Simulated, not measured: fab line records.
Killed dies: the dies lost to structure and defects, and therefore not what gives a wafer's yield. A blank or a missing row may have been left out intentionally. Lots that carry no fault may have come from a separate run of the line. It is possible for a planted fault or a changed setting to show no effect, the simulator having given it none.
Which tool was responsible?    flow nand harc    24 lots, 72 wafers sampled, at 4 steps of a route of 1302

## WHAT THE GAUGES READ, wafer by wafer
NHARC_P_GATE_CD_MEAS_11: the cd target is 1640 nm.
lot   measured      on         cd nm (nm)
L074  day 4 10:05   cd sem-01  1641.4 1644.8 1641.2
L075  day 4 23:58   cd sem-02  1639.0 1638.3 1637.2
L076  day 5 03:35   cd sem-03  1641.2 1639.7 1638.3
L077  day 5 10:52   cd sem-03  1640.5 1643.8 1640.7
L078  day 6 03:17   cd sem-03  1639.7 1640.9 1639.6
L079  day 6 09:27   cd sem-03  1634.7 1636.5 1638.2
L080  day 6 22:58   cd sem-03  1636.9 1635.7 1636.0
L081  day 7 06:38   cd sem-01  1642.8 1642.0 1645.2
L082  day 7 20:59   cd sem-01  1636.1 1637.3 1636.5
L083  day 8 05:29   cd sem-02  1643.4 1641.1 1643.1
L084  day 8 13:07   cd sem-03  1639.7 1642.9 1635.6
L085  day 8 22:35   cd sem-01  1633.2 1634.7 1636.3
L086  day 9 11:35   cd sem-02  1637.3 1641.0 1638.8
L087  day 9 17:35   cd sem-01  1643.1 1640.4 1639.2
L088  day 10 11:37  cd sem-01  1640.3 1641.4 1641.3
L089  day 10 11:46  cd sem-03  1642.8 1641.3 1639.3
L090  day 11 02:27  cd sem-01  1633.7 1635.8 1641.4
L091  day 11 07:55  cd sem-03  1637.3 1639.7 1639.9
L092  day 11 18:36  cd sem-03  1640.5 1642.6 1640.2
L093  day 12 07:11  cd sem-03  1636.2 1642.9 1637.5
L094  day 12 14:59  cd sem-02  1636.1 1635.8 1637.7
L095  day 13 02:38  cd sem-01  1637.2 1643.3 1640.2
L096  day 13 13:50  cd sem-02  1645.2 1641.1 1638.2
L097  day 13 19:08  cd sem-03  1640.0 1636.5 1635.6

## WHAT TOOL EACH LOT RAN ON (gives the tool, then ch and the chambers of the sampled wafers, and finally the start)
lot   NHARC_P_ZERO_WELL_ETCH_62                      NHARC_P_STI_ETCH_31                            NHARC_P_STI_CMP_21
L074  rie diel-08 ch 0,2, day 3 16:48 or earlier     rie diel-07 ch 0,3, day 3 16:48 or earlier     cmp-04 ch 0,1,3, day 3 16:48
L075  rie diel-06 ch 1,3, day 4 07:13 or earlier     rie diel-07 ch 0,1, day 4 07:13 or earlier     cmp-01 ch 0,1,2, day 4 07:13
L076  rie diel-06 ch 0,2,3, day 4 11:02 or earlier   rie diel-03 ch 2,3, day 4 11:02 or earlier     cmp-03 ch 0,1,2, day 4 11:02
L077  rie diel-08 ch 0,1,2, day 4 18:35 or earlier   rie diel-03 ch 0,1, day 4 18:35 or earlier     cmp-04 ch 0,3, day 4 18:35
L078  rie diel-08 ch 0,3, day 5 10:32 or earlier     rie diel-07 ch 0,1,2, day 5 10:32 or earlier   cmp-03 ch 0,2,3, day 5 10:32
L079  rie diel-06 ch 0,1,3, day 5 15:06 or earlier   rie diel-11 ch 0,1,2, day 5 15:06 or earlier   cmp-03 ch 0,1,3, day 5 15:06
L080  rie diel-06 ch 0,3, day 6 03:00 or earlier     rie diel-11 ch 0,3, day 6 03:00 or earlier     cmp-04 ch 0,1, day 6 03:00
L081  rie diel-08 ch 1,2, day 6 14:08 or earlier     rie diel-03 ch 0,1,2, day 6 14:08 or earlier   cmp-04 ch 0,1, day 6 14:08
L082  rie diel-08 ch 0,3, day 7 02:26 or earlier     rie diel-11 ch 0,2,3, day 7 02:26 or earlier   cmp-01 ch 0,2,3, day 7 02:26
L083  rie diel-08 ch 0,1,3, day 7 12:41 or earlier   rie diel-07 ch 0,1,2, day 7 12:41 or earlier   cmp-01 ch 1,3, day 7 12:41
L084  rie diel-10 ch 0,1,2, day 7 20:10 or earlier   rie diel-07 ch 0,2, day 7 20:10 or earlier     cmp-03 ch 0,1,3, day 7 20:10
L085  rie diel-08 ch 0,1, day 8 06:28 or earlier     rie diel-03 ch 2,3, day 8 06:28 or earlier     cmp-01 ch 0,2,3, day 8 06:28
L086  rie diel-08 ch 0,1,2, day 8 18:43 or earlier   rie diel-11 ch 0,2,3, day 8 18:43 or earlier   cmp-03 ch 1,2,3, day 8 18:43
L087  rie diel-06 ch 0,1,3, day 9 01:07 or earlier   rie diel-11 ch 1,2,3, day 9 01:07 or earlier   cmp-04 ch 1,2,3, day 9 01:07
L088  rie diel-06 ch 0,3, day 9 17:35 or earlier     rie diel-07 ch 0,3, day 9 17:35 or earlier     cmp-01 ch 0,1,2, day 9 17:35
L089  rie diel-06 ch 2,3, day 9 17:34 or earlier     rie diel-03 ch 0,1,2, day 9 17:34 or earlier   cmp-04 ch 0,1,2, day 9 17:34
L090  rie diel-10 ch 0,1, day 10 09:39 or earlier    rie diel-03 ch 1,2, day 10 09:39 or earlier    cmp-03 ch 2,3, day 10 09:39
L091  rie diel-06 ch 0,2,3, day 10 14:09 or earlier  rie diel-07 ch 0,1,3, day 10 14:09 or earlier  cmp-01 ch 0,1,2, day 10 14:09
L092  rie diel-08 ch 1,2,3, day 11 02:08 or earlier  rie diel-03 ch 1,2,3, day 11 02:08 or earlier  cmp-03 ch 0,1,3, day 11 02:08
L093  rie diel-06 ch 0,1,3, day 11 14:53 or earlier  rie diel-07 ch 0,1,3, day 11 14:53 or earlier  cmp-03 ch 2,3, day 11 14:53
L094  rie diel-10 ch 0,1,2, day 11 21:43 or earlier  rie diel-07 ch 0,1,3, day 11 21:43 or earlier  cmp-01 ch 1,2,3, day 11 21:43
L095  rie diel-06 ch 1,2,3, day 12 08:38 or earlier  rie diel-07 ch 0,1,2, day 12 08:38 or earlier  cmp-03 ch 0,3, day 12 08:38
L096  rie diel-06 ch 1,3, day 12 18:58 or earlier    rie diel-11 ch 0,3, day 12 18:58 or earlier    cmp-03 ch 0,1,3, day 12 18:58
L097  rie diel-08 ch 0,1,2, day 13 02:59 or earlier  rie diel-11 ch 0,3, day 13 02:59 or earlier    cmp-03 ch 0,2, day 13 02:59
- NHARC_P_ZERO_WELL_ETCH_62: etches the open film in CHF3/Ar, target depth 13 nm, time 6.5 s.
- NHARC_P_STI_ETCH_31: etches the open film in CF4/CHF3, target depth 108.9 nm, time 54.5 s.
- NHARC_P_STI_CMP_21: polishes, t overpolish 20 s, target thk 380.67 nm.

## AS READ BY THE TOOLS THEMSELVES (means over the sampled wafers that have a number; for cases with no such wafer, the mark the record gives instead)
NHARC_P_ZERO_WELL_ETCH_62.
lot   tool         drypump motor current A (A)  oes product au (a.u.)  rf vpp V (V)  showerhead plenum p Torr (Torr)  throttle valve pct (%)
L074  rie diel-08  6.2                          0.954                  370.5         2.34                             20.218
L075  rie diel-06  6.0                          0.967                  369.1         2.30                             20.219
L076  rie diel-06  6.2                          0.957                  369.5         2.28                             20.217
L077  rie diel-08  6.0                          0.989                  371.1         2.34                             20.219
L078  rie diel-08  5.7                          0.976                  369.7         2.29                             20.214
L079  rie diel-06  6.0                          0.970                  370.0         2.30                             20.216
L080  rie diel-06  6.2                          0.981                  369.5         2.32                             20.214
L081  rie diel-08  6.0                          0.980                  372.1         2.39                             20.217
L082  rie diel-08  5.4                          0.956                  371.0         2.36                             20.219
L083  rie diel-08  5.6                          0.965                  370.1         2.35                             20.219
L084  rie diel-10  5.2                          0.955                  369.5         2.30                             20.220
L085  rie diel-08  5.7                          0.943                  370.7         2.33                             20.214
L086  rie diel-08  6.0                          0.980                  370.5         2.33                             20.218
L087  rie diel-06  6.0                          0.968                  369.6         2.29                             20.218
L088  rie diel-06  6.2                          0.960                  370.3         2.31                             20.210
L089  rie diel-06  6.2                          0.955                  368.7         2.27                             20.204
L090  rie diel-10  5.2                          0.930                  368.9         2.29                             20.219
L091  rie diel-06  6.2                          0.947                  367.7         2.26                             20.216
L092  rie diel-08  5.6                          0.971                  372.1         2.40                             20.217
L093  rie diel-06  5.9                          0.956                  369.3         2.29                             20.214
L094  rie diel-10  5.2                          0.974                  369.4         2.28                             20.206
L095  rie diel-06  6.0                          0.940                  369.1         2.24                             20.219
L096  rie diel-06  5.7                          0.947                  368.6         2.27                             20.220
L097  rie diel-08  6.0                          0.959                  369.8         2.32                             20.214

NHARC_P_STI_ETCH_31.
lot   tool         drypump motor current A (A)  oes product au (a.u.)  rf vpp V (V)  showerhead plenum p Torr (Torr)  throttle valve pct (%)
L074  rie diel-07  6.3                          0.990                  369.7         1.56                             16.801
L075  rie diel-07  5.7                          0.981                  368.1         1.51                             16.802
L076  rie diel-03  5.6                          0.953                  371.9         1.60                             16.800
L077  rie diel-03  5.9                          0.976                  371.0         1.59                             16.801
L078  rie diel-07  5.7                          0.973                  368.3         1.51                             16.808
L079  rie diel-11  6.1                          0.960                  371.4         1.60                             16.804
L080  rie diel-11  5.9                          0.958                  370.6         1.58                             16.809
L081  rie diel-03  5.9                          0.955                  372.8         1.62                             16.805
L082  rie diel-11  6.0                          0.957                  371.2         1.60                             16.807
L083  rie diel-07  5.7                          0.955                  368.2         1.51                             16.798
L084  rie diel-07  5.7                          0.961                  368.2         1.51                             16.799
L085  rie diel-03  5.9                          0.948                  372.6         1.61                             16.798
L086  rie diel-11  6.0                          0.954                  371.8         1.60                             16.804
L087  rie diel-11  6.2                          0.966                  371.6         1.64                             16.809
L088  rie diel-07  6.3                          0.968                  370.7         1.56                             16.801
L089  rie diel-03  5.9                          0.954                  371.6         1.62                             16.809
L090  rie diel-03  6.2                          0.962                  371.3         1.61                             16.804
L091  rie diel-07  6.0                          0.984                  369.2         1.54                             16.795
L092  rie diel-03  5.9                          0.960                  371.0         1.59                             16.800
L093  rie diel-07  6.0                          0.994                  369.1         1.54                             16.806
L094  rie diel-07  6.0                          0.991                  369.8         1.54                             16.803
L095  rie diel-07  5.7                          0.973                  368.7         1.51                             16.794
L096  rie diel-11  6.1                          0.981                  371.4         1.61                             16.798
L097  rie diel-11  5.9                          0.975                  370.7         1.58                             16.806

NHARC_P_STI_CMP_21.
lot   tool    motor current A (A)  overpolish run s (s)
L074  cmp-04  11.8                 20.000
L075  cmp-01  11.0                 20.000
L076  cmp-03  11.6                 19.996
L077  cmp-04  11.5                 19.998
L078  cmp-03  12.0                 20.000
L079  cmp-03  11.4                 20.001
L080  cmp-04  11.7                 20.001
L081  cmp-04  11.9                 20.002
L082  cmp-01  11.7                 19.999
L083  cmp-01  11.1                 20.002
L084  cmp-03  11.3                 19.997
L085  cmp-01  11.5                 19.999
L086  cmp-03  11.1                 20.004
L087  cmp-04  12.6                 20.001
L088  cmp-01  11.1                 20.002
L089  cmp-04  13.0                 20.005
L090  cmp-03  11.6                 20.007
L091  cmp-01  11.5                 19.991
L092  cmp-03  11.2                 20.004
L093  cmp-03  11.7                 19.998
L094  cmp-01  11.3                 19.998
L095  cmp-03  11.8                 20.000
L096  cmp-03  11.3                 20.005
L097  cmp-03  12.2                 19.993

## THE ANSWER, worked out from the rows above alone
Rule: the usual values come from the lots themselves. Put in order of their means at a reading, lots are off if they are a third of the lots or fewer, leave a main group of 4 or more, and stand apart from it by a gap of 3 or more times the standard deviation of the main group's means; of several such gaps the widest counts. The tables above print the reading to a certain number of digits; a main group whose means all agree to those digits is not used. A lot without any number at a reading at which 4 lots or more have one is off too. All remaining lots with rows at the step are treated as sound. Order of review: gauges by route order, followed by the tools' own readings, for which a lot's mean as printed above is used. The first step at which some lot is off is used, and at that step the reading that is off furthest; a lot without a number counts as furthest.
Across all readings shown, no lot is off: no conclusion can be drawn from this.

## WHAT THE SIMULATOR HAD INSERTED
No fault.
